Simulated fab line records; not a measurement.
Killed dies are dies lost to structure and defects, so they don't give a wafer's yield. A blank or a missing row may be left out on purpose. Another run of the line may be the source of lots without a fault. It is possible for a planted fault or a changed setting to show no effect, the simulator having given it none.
Split-lot study    flow n5-finfet    7 lots, 21 wafers read, on a route of 1938 steps

== ABOUT THE SPLIT ==
At N5_BEOL_M8_DESCUM_16 (chemistry O2, time 7.9 s), the setting time-s was moved away from the recipe's 7.9 s on 7 of the 21 wafers read, by -11.9% to +16.6%. The other wafers ran this setting at the recipe's value.

The file shows no step between the split and the reading.

== THE READING ==
CAR-ArF_of_BEOL_M8_COAT_05.thk-nm (the simulator's own value, which no gauge read), in nm, at N5_BEOL_M8_ETCH_61 (etches SiARC in CF4, target depth 45.5 nm, time 75.8 s). The file does not state a usual value for it. Average 51.0 nm, standard deviation 0.19 nm, over the 14 wafers here run with the recipe.

wafer   tool, chamber at the split  time-s as run, s  against the recipe  CAR-ArF_of_BEOL_M8_COAT_05.thk-nm, nm  against lot-mates on the recipe
L075.3  rie-diel-05, 1,2            7.9               recipe              51                                     -
L075.4  rie-diel-05, 1,2            7.9               recipe              51.2                                   -
L075.5  rie-diel-05, 3              9.024             +14.2%              50.2                                   -0.9
L074.1  rie-diel-01, 1,2            6.959             -11.9%              51.2                                   no lot-mate on the recipe
L074.3  rie-diel-01, 2              6.959             -11.9%              51.8                                   no lot-mate on the recipe
L074.5  rie-diel-01, 1,2            6.959             -11.9%              51.4                                   no lot-mate on the recipe
L082.2  rie-diel-05, 3              7.9               recipe              50.8                                   -
L082.3  rie-diel-05, 1,0            7.9               recipe              51                                     -
L082.4  rie-diel-05, 1,0            7.9               recipe              51                                     -
L090.2  rie-diel-01, 1,3            7.9               recipe              51.4                                   -
L090.3  rie-diel-01, 0              9.079             +14.9%              50.4                                   -0.9
L090.4  rie-diel-01, 1,3            7.9               recipe              51.2                                   -
L087.1  rie-diel-01, 2              9.211             +16.6%              49.8                                   -0.8
L087.4  rie-diel-01, 1              7.9               recipe              50.6                                   -
L087.5  rie-diel-01, 2              9.211             +16.6%              49.4                                   -1.2
L094.3  rie-diel-01, 3,2            7.9               recipe              51                                     -
L094.4  rie-diel-01, 2              7.9               recipe              51                                     -
L094.5  rie-diel-01, 3,2            7.9               recipe              51                                     -
L097.1  rie-diel-01, 2              7.9               recipe              50.8                                   -
L097.2  rie-diel-01, 1              7.9               recipe              51                                     -
L097.4  rie-diel-01, 2              7.9               recipe              51.2                                   -
If several chambers appear in one row, that row covers several wafers at once and the file leaves open which wafer was in which chamber.

THE FIT
A straight line over all 21 wafers: CAR-ArF_of_BEOL_M8_COAT_05.thk-nm changes by -0.0586 nm for each +1% of time-s; r = -0.88; the points scatter about the line by 0.27 nm.
The same after taking each lot's own level away (the mean of its wafers on the recipe; 18 wafers): -0.0609 nm for each +1%; r = -0.96; scatter 0.12 nm.
That fit puts the effect of the largest move of time-s on the reading at 1 nm.
Measured against the standard deviation above, the lots' own levels, which go from 50.60 to 51.30 nm, span 3.6 times it.
The two slopes are in agreement: the lot-to-lot level therefore moves the slope only a little.
Check: with one of the wafers moved furthest among these (+16.6%) left out of the fit, the line predicts -1.09 nm for it against its lot-mates. Against them it came out at -0.8 nm.

== ADDITIONAL SPLITS CARRIED BY THESE WAFERS ==
Note: prior to the reading, these wafers also went through further splits. Each is held against what the fit with the lots' levels taken away leaves over:
other split on the same wafers  wafers away from the commonest value  r with CAR-ArF_of_BEOL_M8_COAT_05.thk-nm (lot level and that fit taken away)
N5_BEOL_M3_EXPOSE_08 dose-mj    5                                     -0.26
N5_BEOL_M3_SPUTTER_81 time-s    9                                     -0.06
N5_BEOL_M4_DESCUM_16 time-s     8                                     +0.13
N5_BEOL_M4_COAT_76 spin-rpm     4                                     +0.29
N5_BEOL_M6_COAT_64 spin-rpm     6                                     +0.21
N5_BEOL_M7_ILD_DEP_00 time-s    8                                     +0.00
N5_BEOL_M7_PECVD_70 temp-c      6                                     -0.08

== THE WHOLE CHAIN: every reading that the file lists as answering this split, in the file's order ==
step                  what it does                                            reading                                                                             change (the file's fit)                 r (the file's)
N5_BEOL_M8_DESCUM_16  chemistry O2, time 7.9 s                                CAR-ArF_of_BEOL_M8_COAT_05.thk-nm (the simulator's own value, which no gauge read)  -0.0546 nm for each +1% of the setting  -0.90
N5_BEOL_M8_ETCH_61    etches SiARC in CF4, target depth 45.5 nm, time 75.8 s  CAR-ArF_of_BEOL_M8_COAT_05.thk-nm (the simulator's own value, which no gauge read)  -0.0611 nm for each +1% of the setting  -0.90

== THE FILE'S OWN FIT ==
CAR-ArF_of_BEOL_M8_COAT_05.thk-nm changes by -0.0611 nm for each +1% of time-s, r = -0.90.
